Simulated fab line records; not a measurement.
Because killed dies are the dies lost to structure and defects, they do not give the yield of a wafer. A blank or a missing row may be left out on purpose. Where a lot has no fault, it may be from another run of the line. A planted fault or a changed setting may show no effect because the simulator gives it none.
A struck lot beside a sound one :: flow nand_harc :: 17 out of 1302 route steps
Sound: these wafers, L242.1, L242.4, L242.5. The struck wafers were L244.1, L244.2, L244.4. The cause is named last.
For every step that has rows: the tool of each side, followed by ch and its chambers, followed by its first start. Under that, the readings that differ: sound wafers :: struck wafers :: difference of the means :: sigmas: that difference in standard deviations of wafers without a fault.
alike: same words and numbers on both sides, and readings whose means sit less than 2 such deviations apart. not compared: any withheld reading, any reading some wafer has no value for, any bound like >300 that may hide the same value, and any number with overlapping values for which the record gives no deviation.
Wherever a step has rows on one side only, a row that says differs or no value, or a row with sigmas, the two part there. When numbers do not overlap yet have no deviation, they are printed without sigmas and do not part them. A reading missing from all wafers of one side parts the sides only when that side holds two or more wafers.

NHARC_P_GATE_CD_MEAS_46: target cd 720 nm.
  sound on cd_sem-03 ch 0, day 7 13:05; struck on cd_sem-03 ch 0, day 8 07:51
  alike: cd_nm
then, 1 step without rows for these wafers: NHARC_P_GATE_HARDBAKE_47 (time 80 s).
NHARC_P_GATE_DESCUM_48: chemistry O2, time 3 s.
  sound on rie_diel-07 ch 1,2,3, day 7 13:16; struck on rie_diel-01 ch 0,2,3, day 8 08:01
  alike: chamber_pressure_mTorr, drypump_motor_current_A, oes_product_au, rf_vpp_V, showerhead_plenum_p_Torr, throttle_valve_pct
  not compared: rf_hours_counter_h
after that, 1 step had no rows for these wafers: NHARC_P_GATE_IMPLANT_49.
NHARC_P_GATE_STRIP_111: strips in N2/H2, time 250 s.
  sound on plasma_asher-02 ch 0, day 7 13:37; struck on plasma_asher-02 ch 0,1, day 8 08:23
  alike: drypump_motor_current_A, heater_power_w
  not compared: rf_hours_counter_h
NHARC_P_GATE_STRIP_75: strips in O2.
  sound on plasma_asher-02 ch 0, day 7 13:55; struck on plasma_asher-02 ch 0,1, day 8 08:41
  alike: drypump_motor_current_A, heater_power_w
  not compared: rf_hours_counter_h
then, 6 steps without rows for these wafers: NHARC_P_GATE_STRIP_50 (strips in SPM, time 900 s); NHARC_P_GATE_DEHYDRATE_51 (time 120 s); NHARC_P_GATE_HMDS_52 (time 30 s); NHARC_P_GATE_COAT_53; NHARC_P_GATE_SOFTBAKE_54 (time 95 s); NHARC_P_GATE_EBR_55.
NHARC_P_GATE_EXPOSE_56: exposes mask P PSD, target cd 720 nm.
  sound on krf_scanner-03 ch 0, day 7 14:41; struck on krf_scanner-03 ch 0, day 8 09:27
reading: mask
sound: P_PSD#0 P_PSD#0 P_PSD#0
struck: P_PSD_R1#0 P_PSD_R1#0 P_PSD_R1#0
difference: differs
sigmas: 
then, 2 steps without rows for these wafers: NHARC_P_GATE_PEB_57 (peb time 85 s); NHARC_P_GATE_DEVELOP_58 (time 70 s).
NHARC_P_GATE_CD_MEAS_59: target cd 720 nm.
  sound on cd_sem-02 ch 0, day 7 14:50; struck on cd_sem-03 ch 0, day 8 09:37
reading: cd_nm (nm)
sound: 718.0 718.3 719.0
struck: 710.4 709.5 710.0
difference: -8.5
sigmas: -5
then, 1 step without rows for these wafers: NHARC_P_GATE_HARDBAKE_60 (time 80 s).

== WHERE THEY PART ==
First at NHARC_P_GATE_EXPOSE_56; last, within this record, at NHARC_P_GATE_CD_MEAS_59.

WHY: whatever the simulator had introduced
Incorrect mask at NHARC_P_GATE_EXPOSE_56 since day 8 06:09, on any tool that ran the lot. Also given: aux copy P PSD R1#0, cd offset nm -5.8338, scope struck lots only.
